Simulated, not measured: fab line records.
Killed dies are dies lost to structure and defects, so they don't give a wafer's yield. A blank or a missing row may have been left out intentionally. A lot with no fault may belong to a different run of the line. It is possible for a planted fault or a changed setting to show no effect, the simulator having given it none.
A lot that was struck, set against a sound lot / flow n5_finfet / 16 steps out of a route of 1938
Sound: the wafers L322.1, L322.2, L322.4. Struck: wafer L330.2; the same lot's L330.5 was not struck, so it is left out; see the end for the cause.
At each step with rows: each side's tool, then ch and its chambers, then its first start. Under that, the readings that differ: sound wafers / struck wafers / difference of the means / sigmas: that difference in standard deviations of wafers without a fault.
alike: words and numbers the same on both sides, and readings whose means are apart by under 2 such deviations; not compared: readings that were withheld, readings missing a value for some wafer, numbers with overlapping values and no deviation given by the record, and bounds like >300 which may hide the same value.
The two part at a step that has a row with sigmas, a row that says differs or no value, or rows on one side only. When numbers do not overlap yet have no deviation, they are printed without sigmas and do not part them. Lack of a reading on every wafer of one side parts them only where that side has two or more wafers.

N5_HKMG_FIN_STRIP_89: strips SOC in N2/H2, time 20 s.
  sound on rie_diel-06 ch 0,1,2, day 4 06:19; struck on rie_diel-04 ch 1, day 6 08:35
reading=throttle_valve_pct (%); sound=19.7 19.2 19.1; struck=18.4; difference=-0.9; sigmas=-2
  alike: drypump_motor_current_A, oes_product_au, rf_vpp_V, showerhead_plenum_p_Torr
  not compared: rf_hours_counter_h
then, 6 steps without rows for these wafers: N5_HKMG_FIN_WET_ETCH_87 (etches TiN in SC1, time 154.2 s, target depth 4.7 nm, rinse time 30 s); N5_HKMG_FIN_STRIP_88 (strips in N2/H2, time 360 s); N5_HKMG_FIN_NWFM_ALD_20 (deposits TiAlC, target thk 2 nm, pulse time 3 s, purge time 2 s); N5_HKMG_FIN_ALD_71 (deposits TiN, target thk 1 nm, pulse time 1 s, purge time 3 s); N5_HKMG_FIN_COAT_66 (time 60 s, resist thk 300 nm); N5_HKMG_FIN_ETCH_67 (etches SOC in N2/H2, stops on TiN, target depth 388.9 nm).
N5_HKMG_FIN_STRIP_90: strips SOC in N2/H2, time 20 s.
  sound on rie_diel-06 ch 0,2,3, day 4 07:23; struck on rie_diel-06 ch 3, day 6 09:39
  alike: drypump_motor_current_A, oes_product_au, rf_vpp_V, showerhead_plenum_p_Torr, throttle_valve_pct
  not compared: rf_hours_counter_h
then, 2 steps without rows for these wafers: N5_HKMG_FIN_WET_ETCH_73 (etches the open film in SC1, time 42.3 s, target depth 1.3 nm, rinse time 30 s); N5_HKMG_FIN_ETCHBACK_68 (etches the open film in Cl2/Ar, stops on HfO2, target depth 0.5 nm).
N5_HKMG_FIN_STRIP_69: strips in N2/H2, time 360 s.
  sound on plasma_asher-01 ch 0,1, day 4 07:41; struck on plasma_asher-02 ch 1, day 6 09:58
  alike: drypump_motor_current_A, heater_power_w
  not compared: rf_hours_counter_h
N5_HKMG_FIN_ALD_21: deposits TiN, target thk 1.5 nm, pulse time 1 s, purge time 3 s.
  sound on ald_metal-03 ch 0,1,2, day 4 08:05; struck on ald_metal-01 ch 1, day 6 10:20
  alike: heater_power_w, precursor_pulse_height_rel
  not compared: ald_cycles
N5_HKMG_FIN_ALD_72: deposits W, target thk 2 nm, pulse time 1 s, purge time 2 s.
  sound on cvd_w-01 ch 0,1, day 4 08:26; struck on cvd_w-02 ch 1, day 6 10:43
reading=ald_cycles; sound=7 7 7; struck=8; difference=+1; sigmas=
  alike: heater_power_w, precursor_pulse_height_rel
N5_HKMG_FIN_W_FILL_22: material W, target thk 60 nm, time 18.2 s.
  sound on cvd_w-01 ch 0,1, day 4 08:30; struck on cvd_w-02 ch 1, day 6 10:46
  alike: heater_power_w, throttle_valve_pct
-- here the record skips 4 days between the struck wafers' starts before and after, leaving off in module HKMG_FIN and picking up in module BEOL_M4 (first step shown: number 1111 of the route) --
N5_BEOL_M4_RC_MEAS_101:
  sound on prober-01 ch 0, day 7 17:04; struck on prober-01 ch 0, day 10 00:12
  alike: DIBL_N, DIBL_P, IOFF_N, IOFF_P, ION_N, ION_P, SS_N, SS_P, VT_N, VT_P
-- record jumps: 5 days separate the struck wafers' starts on either side; left off in module BEOL_M4, taken up again in module PASSIVATION, whose first shown step is the route's number 1936 --
N5_PASSIVATION_PROBE_49:
  struck on prober-02, day 14 12:28; sound on prober-01, day 12 00:26
reading=killed_at_contacts; sound=20 17 21; struck=7; difference=-12; sigmas=-2
  alike: defect_limited_yield, killed_at_M0_to_M3, killed_at_M4_up, killed_at_front_end, killed_at_other, killed_dies, killed_open, killed_short, sort_bin_5_function, sort_bin_6_memory, sort_bin_8_speed, sort_n_pass, sort_yield_pct

WHERE THEY PART
At N5_HKMG_FIN_STRIP_89 first; at N5_PASSIVATION_PROBE_49 last (within this record only).

WHY: whatever the simulator had introduced
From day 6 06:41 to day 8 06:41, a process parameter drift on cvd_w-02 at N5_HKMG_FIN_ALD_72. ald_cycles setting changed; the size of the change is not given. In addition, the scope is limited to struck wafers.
